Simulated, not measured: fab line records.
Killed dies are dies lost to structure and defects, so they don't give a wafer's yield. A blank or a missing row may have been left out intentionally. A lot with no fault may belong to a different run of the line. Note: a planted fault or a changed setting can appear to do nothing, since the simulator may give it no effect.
fab line records	flow nand_harc
[record] lots = 13	wafers = 39	last_day = 34
route steps=1302 shown A_CHANNEL_FILL_D1@507 A_DECK1_JOINT@518 A_ONON_D2@549 END@1302
lots that met no fault: from a run of the same line without faults
start_h: start of the lot's first displayed wafer, in hours after the record's first day	wait_h: hours since the lot's step before	" unchanged from the row above	L1.1+2: several wafers, shown together as one row	- no value, or no start given	* or withheld: withheld	< > ~ a bound
route shown NAME@n: names a module that has steps shown in the file, with the first one's number in the route	usual: mean and standard deviation over wafers with no fault	same: alike in all rows	chamber/n: place in a boat	sites: the reading at each site	_std_site: the standard deviation of these	_edge_site: the outer-site mean with the inner-site mean subtracted	radius_mm: how far each site lies from the wafer's centre	mask NAME#n: copy n	behind: the last tool/chamber to shape the wafer	hold: why the lot was held/for how many hours/how that ended	device: transistor that didn't switch, given as n, p or np	end of line: tests run on the same wafers once the route is complete	for a step that has no rows: nothing shown but its recipe	killed: dies lost to structure and defects at the first sort, not the wafer's yield	map: shows each die of a wafer: x if killed, . if not, _ if none is there
set.NAME: the setting as run; set.NAME@STEP: as run at that earlier step	model.NAME: the simulator's own value behind a step, which no gauge read
route steps across a sampled set of lots; one table per step, one row per wafer
services: a tool's chamber out of use, with start hour (start_h, from the record's first day; less than 0 if before it), hours out, and reason
[[steps]]
[step NHARC_A_CHANNEL_FILL_D1_ALD_25]
[recipe] target_thk_a = 600	pulse_time_s = 10	ald_cycles = 600	temp_c = 300	material = SiOx
[usual] heater_power_w = 456/56	precursor_pulse_height_rel = 1.002/0.019
lot.wafer	tool	chamber	start_h	wait_h	heater_power_w	precursor_pulse_height_rel
L122.2	ald_hk-01	2	220.81	0.1	422	0.974
L122.4	"	0	222.04	1.3	474	1.001
L122.5	"	2	223.27	2.5	412	0.984
L123.4	ald_hk-01	0	238.10	1.3	457	0.964
L123.2	"	1	"	"	524	1.008
L123.5	"	2	"	"	416	1.019
L124.1	ald_hk-03	1	252.57	0.1	570	0.986
L124.2	"	3	253.80	1.3	374	0.996
L124.6	"	1	255.02	2.5	571	0.989
L127.4	ald_hk-04	0	271.00	1.3	419	1.007
L127.5	"	2	272.22	2.5	372	1.006
L127.6	"	3	"	"	509	1.020
L128.4	ald_hk-01	0	289.17	1.3	462	1.021
L128.2	"	1	"	"	515	0.998
L128.5	"	2	"	"	406	0.996
L130.1	ald_hk-03	1	304.95	0.1	573	1.014
L130.4	"	2	"	"	489	0.988
L130.3	"	3	"	"	371	0.989
L131.4	ald_hk-01	0	320.94	0.1	450	0.972
L131.2	"	2	322.17	1.3	435	1.010
L131.3	"	3	"	"	407	0.997
L132.4	ald_hk-01	3	327.25	0.1	412	0.996
L132.3	"	2	329.08	1.9	444	1.014
L132.5	"	3	"	"	418	1.017
L137.3	ald_hk-01	1	374.90	1.3	534	1.003
L137.4	"	2	"	"	457	0.959
L137.6	"	0	376.78	3.2	447	1.012
L138.4	ald_hk-03	0	390.00	1.3	517	0.978
L138.5	"	3	393.67	4.9	384	0.993
L138.6	"	0	394.89	6.2	522	1.022
L140.4	ald_hk-04	2	398.55	0.1	366	0.986
L140.1	"	3	"	"	520	1.011
L140.5	"	2	400.97	2.5	373	1.005
L144.2	ald_hk-03	3	441.92	0.1	377	0.975
L144.4	"	0	"	"	501	0.996
L144.5	"	0	444.97	3.1	507	1.006
L145.2	ald_hk-01	1	458.42	0.1	538	1.015
L145.1	"	0	460.26	1.9	450	0.996
L145.5	"	2	461.48	3.1	442	1.014
[step NHARC_A_DECK1_JOINT_ETCHBACK_07]
[recipe] target_depth_a = 1050	time_s = 26.9	hbr_flow_sccm = 150	rf_w = 350	icp_w = 350	bias_w = 60	chemistry = HBr
[usual] drypump_motor_current_A = 5.7/0.41	oes_product_au = 1.000/0.012	throttle_valve_pct = 23.266/0.0086
lot.wafer	tool	chamber	start_h	wait_h	drypump_motor_current_A	oes_product_au	rf_hours_counter_h	throttle_valve_pct
L122.2	rie_si-06	3	232.59	0.1	6.2	1.007	1.2	23.266
L122.4	"	2	"	"	5.6	0.980	1.1	23.270
L122.5	"	0	"	"	5.2	1.011	-	23.264
L123.2	rie_si-06	2	248.79	0.1	5.6	0.994	1.2	23.264
L123.4	"	3	"	"	6.2	1.013	1.4	23.259
L123.5	"	2	"	"	5.6	0.991	-	23.265
L124.2	rie_si-02	2	264.42	0.1	5.5	1.002	1.0	23.251
L124.1	"	3	"	"	6.0	1.021	1.0	23.277
L124.6	"	3	"	"	6.0	1.027	-	23.263
L127.4	rie_si-06	3	281.54	0.1	6.2	1.000	0.2	23.258
L127.6	"	2	"	"	5.5	0.991	-	23.269
L127.5	"	3	"	"	6.2	0.998	-	23.262
L128.4	rie_si-06	1	299.79	0.1	5.1	0.995	0.3	23.264
L128.2	"	2	"	"	5.6	0.995	0.3	23.257
L128.5	"	0	"	"	5.2	1.001	-	23.275
L130.1	rie_si-02	3	316.82	0.1	6.0	1.000	0.3	23.250
L130.3	"	1	"	"	5.3	0.981	0.3	23.254
L130.4	"	2	"	"	5.5	1.004	0.3	23.278
L131.4	rie_si-02	2	332.86	0.1	5.5	1.018	0.4	23.263
L131.3	"	0	"	"	6.2	1.018	0.3	23.268
L131.2	"	1	"	"	5.4	0.977	0.3	23.260
L132.4	rie_si-03	1	338.98	0.1	5.1	1.004	0.2	23.256
L132.3	"	2	"	"	5.9	1.013	0.2	23.267
L132.5	"	1	"	"	5.1	0.993	-	23.279
L137.4	rie_si-06	0	385.61	0.1	5.2	0.995	0.9	23.269
L137.3	"	1	"	"	5.0	0.988	0.9	23.267
L137.6	"	0	"	"	5.2	0.995	-	23.284
L138.4	rie_si-06	3	404.83	0.1	6.2	0.994	1.1	23.273
L138.5	"	1	"	"	5.1	0.986	-	23.275
L138.6	"	2	"	"	5.6	0.980	-	23.274
L140.4	rie_si-03	1	410.34	0.1	5.1	0.998	0.7	23.259
L140.1	"	0	"	"	5.9	1.013	0.5	23.282
L140.5	"	1	"	"	5.1	0.998	-	23.261
L144.4	rie_si-02	2	453.73	0.1	5.5	1.000	1.2	23.266
L144.2	"	0	"	"	6.2	1.008	1.1	23.258
L144.5	"	2	"	"	5.5	1.003	-	23.279
L145.1	rie_si-03	0	470.45	0.1	6.0	1.018	0.0	23.273
L145.2	"	2	"	"	5.9	1.000	0.1	23.270
L145.5	"	3	"	"	5.9	0.996	-	23.272
[step NHARC_A_DECK1_JOINT_CMP_13]
[recipe] target_thk_nm = 51.023
[usual] motor_current_A = 12.8/1.6	time_to_endpoint_s = 9.1/2.6
lot.wafer	tool	chamber	start_h	wait_h	motor_current_A	time_to_endpoint_s
L122.2	cmp-02	1	242.84	0.4	13.7	9.9
L122.4	"	2	"	"	13.1	10.0
L122.5	"	1	"	"	13.9	11.9
L123.2	cmp-04	1	260.89	0.4	11.4	8.9
L123.4	"	3	"	"	12.4	10.3
L123.5	"	1	"	"	11.1	9.0
L124.2	cmp-03	1	274.62	0.4	14.0	2.0
L124.1	"	0	"	"	11.9	5.0
L124.6	"	2	"	"	11.5	4.7
L127.4	cmp-04	1	291.67	0.4	11.7	9.1
L127.5	"	2	"	"	13.0	9.6
L127.6	"	3	"	"	11.8	10.6
L128.4	cmp-03	1	310.06	0.4	12.3	9.1
L128.2	"	2	"	"	11.5	9.7
L128.5	"	0	"	"	11.8	9.1
L130.3	cmp-03	2	326.95	0.4	10.9	8.2
L130.4	"	0	"	"	12.3	6.0
L130.1	"	1	"	"	13.4	5.6
L131.4	cmp-02	1	347.90	0.4	14.8	6.8
L131.3	"	2	"	"	12.0	6.1
L131.2	"	3	"	"	12.7	4.4
L132.4	cmp-04	3	352.37	0.4	11.9	11.1
L132.3	"	1	"	"	10.7	8.6
L132.5	"	3	"	"	12.2	11.3
L137.4	cmp-02	0	395.88	0.4	15.5	3.4
L137.3	"	2	"	"	11.6	8.3
L137.6	"	3	"	"	12.7	5.5
L138.4	cmp-03	1	415.26	0.4	12.9	10.0
L138.6	"	3	"	"	14.4	11.9
L138.5	"	0	"	"	11.6	6.7
L140.1	cmp-02	0	420.71	0.4	15.1	4.4
L140.4	"	1	"	"	14.6	8.8
L140.5	"	3	"	"	11.7	4.5
L144.2	cmp-02	2	468.02	0.4	12.2	12.9
L144.4	"	3	"	"	12.9	9.6
L144.5	"	0	"	"	15.0	9.1
L145.1	cmp-02	3	480.80	0.4	12.7	9.4
L145.2	"	0	"	"	15.6	8.3
L145.5	"	3	"	"	12.4	11.5
[step NHARC_A_ONON_D2_DEP_06]
[recipe] target_thk_a = 10000	n2_flow_sccm = 2750	n2o_flow_sccm = 2000	nh3_flow_sccm = 500	sih4_flow_sccm = 210	temp_c = 400
lot.wafer	tool	chamber	start_h	wait_h
L122.2+4+5	pecvd_onon-04	0	270.66	0.1
L123.2+4+5	pecvd_onon-02	0	283.90	0.1
L124.1+2+6	pecvd_onon-02	0	305.54	0.1
L127.4+5+6	pecvd_onon-03	0	316.06	0.4
L128.2+4+5	pecvd_onon-03	0	335.23	0.1
L130.1+3+4	pecvd_onon-02	0	349.03	0.1
L132.3+4+5	pecvd_onon-04	0	375.73	0.2
L131.2+3+4	pecvd_onon-04	0	376.03	0.1
L137.3+4+6	pecvd_onon-04	0	420.11	0.2
L138.4+5+6	pecvd_onon-04	0	438.58	0.2
L140.1+4+5	pecvd_onon-02	0	449.48	0.1
L144.2+4+5	pecvd_onon-03	0	499.05	0.1
L145.1+2+5	pecvd_onon-04	0	509.43	0.1
[step NHARC_A_ONON_D2_THK_MEAS_08]
[recipe] thk_meas_gauge = ellipsometry
[usual] thk_nm = 1000/10
lot.wafer	tool	chamber	start_h	wait_h	thk_nm
L122.2	film_metro-02	-	271.12	-	1007
L122.4	"	-	"	"	1011
L122.5	"	-	"	"	1007
L123.2	film_metro-02	-	284.36	-	1000
L123.4	"	-	"	"	1002
L123.5	"	-	"	"	1002
L124.1	film_metro-02	-	306.08	-	1005
L124.2	"	-	"	"	1005
L124.6	"	-	"	"	1006
L127.4	film_metro-02	-	316.39	-	985
L127.5	"	-	"	"	986
L127.6	"	-	"	"	985
L128.2	film_metro-02	-	335.68	-	998
L128.4	"	-	"	"	998
L128.5	"	-	"	"	998
L130.1	film_metro-01	-	349.53	-	1014
L130.3	"	-	"	"	1014
L130.4	"	-	"	"	1015
L132.3	film_metro-01	-	376.13	-	975
L132.4	"	-	"	"	973
L132.5	"	-	"	"	976
L131.2	film_metro-01	-	376.49	-	992
L131.3	"	-	"	"	994
L131.4	"	-	"	"	992
L137.3	film_metro-02	-	420.50	-	1318
L137.4	"	-	"	"	1002
L137.6	"	-	"	"	1317
L138.4	film_metro-01	-	438.92	-	992
L138.5	"	-	"	"	994
L138.6	"	-	"	"	1309
L140.1	film_metro-02	-	449.99	-	987
L140.4	"	-	"	"	987
L140.5	"	-	"	"	988
L144.2	film_metro-02	-	499.50	-	1007
L144.4	"	-	"	"	1002
L144.5	"	-	"	"	1003
L145.1	film_metro-02	-	509.94	-	1014
L145.2	"	-	"	"	1016
L145.5	"	-	"	"	1014
[step NHARC_END_SORT_01]
[recipe] temp_c = 25
[usual] killed_at_array = 51/17	killed_at_other = 1.0/1.2	killed_at_periphery = 3.4/2.5	killed_dies = 56/17	killed_open = 3.3/2.1	killed_short = 2.6/1.6
[same] gross_dies = 677
lot.wafer	tool	chamber	start_h	wait_h	killed_at_array	killed_at_other	killed_at_periphery	killed_dies	killed_open	killed_short
L137.3	prober-01	0	708.68	3.1	70	1	13	84	2	3
L137.4	prober-01	0	709.49	3.4	60	2	14	76	3	6
L137.6	prober-01	0	711.09	4.0	77	0	8	85	4	7
// killed by level:class
L137.3 A_CHANNEL_HOLE_D1:chamber_film_flake=33 A_SLIT:chamber_film_flake=29 P_CONTACT:chamber_film_flake=7 P_M2:chamber_film_flake=6 A_STAIRCASE:chamber_film_flake=2 A_ONON_D1:geometric_particle:short=1 A_CHANNEL_FILL_D2:geometric_particle:short=1 A_WL_FILL:geometric_particle:short=1
L137.4 A_SLIT:chamber_film_flake=33 A_CHANNEL_HOLE_D1:chamber_film_flake=11 P_CONTACT:chamber_film_flake=7 P_M2:chamber_film_flake=6 A_DECK1_JOINT:geometric_particle:short=3 A_ONON_D1:geometric_particle:short=2 A_CHANNEL_FILL_D2:chamber_film_flake=2 A_STAIRCASE:chamber_film_flake=2
L137.6 A_SLIT:chamber_film_flake=35 A_CHANNEL_HOLE_D1:chamber_film_flake=24 P_CONTACT:chamber_film_flake=3 P_M2:chamber_film_flake=3 A_STAIRCASE:chamber_film_flake=3 A_ZERO_WELL:chamber_film_flake=2 A_BLC:chamber_film_flake=2 P_CONTACT:geometric_particle:open=1
[[services]]
tool	chamber	start_h	hours	kind
cmp-03	-	206.09	0.5	repair
rie_si-06	2	216.35	7.1	repair
ald_hk-03	-	219.94	10.0	pm
cmp-02	-	223.34	3.5	repair
rie_si-02	1	229.73	5.9	repair
cmp-03	-	232.92	0.7	repair
cmp-02	-	234.38	4.0	pm
rie_si-06	-	249.31	9.0	pm
cmp-03	-	260.00	4.0	pm
rie_si-02	-	277.00	9.0	pm
ald_hk-01	-	300.52	10.0	pm
ald_hk-03	-	300.75	0.9	repair
cmp-02	-	310.53	0.8	repair
cmp-03	-	310.93	6.4	repair
pecvd_onon-04	-	311.12	13.0	pm
cmp-03	-	324.82	0.7	repair
cmp-02	-	332.38	4.0	pm
cmp-03	-	358.00	4.0	pm
pecvd_onon-04	-	388.29	1.1	repair
ald_hk-01	-	390.97	0.4	repair
rie_si-06	-	426.31	9.0	pm
cmp-02	-	430.49	4.0	pm
ald_hk-01	-	478.52	10.0	pm
pecvd_onon-04	-	492.12	13.0	pm
[[key]]
[first_sign] step = NHARC_A_ONON_D2_THK_MEAS_08	reading = thk_nm	direction = up	sigmas = 30	usual = 1000	struck = 1315
effect none on later readings
met_at NHARC_A_ONON_D2_DEP_06
struck_lots L137,L138
struck_wafers L137.3,L137.6,L138.6
tester_left_out L137,L138
not_acting_at NHARC_A_CHANNEL_FILL_D1_ALD_25,NHARC_A_DECK1_JOINT_ETCHBACK_07,NHARC_A_DECK1_JOINT_CMP_13
onset_between 376.03 420.11
[fault] kind = process_parameter_drift	tool = pecvd_onon-04	chamber = -	onset_h = 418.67	steps = NHARC_A_ONON_D2_DEP_06	channel = target_thk_a	offset = *	shape = step	end_h = 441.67	scope = struck_wafers_only	acts_in = *	stated = *
// tester_left_out: of these lots the tester's yield and bins aren't shown, on N5 and GAA mostly nor the transistor test; their killed dies are dies lost to structure and defects alone, not to doping, threshold or leakage, so they don't give the yield
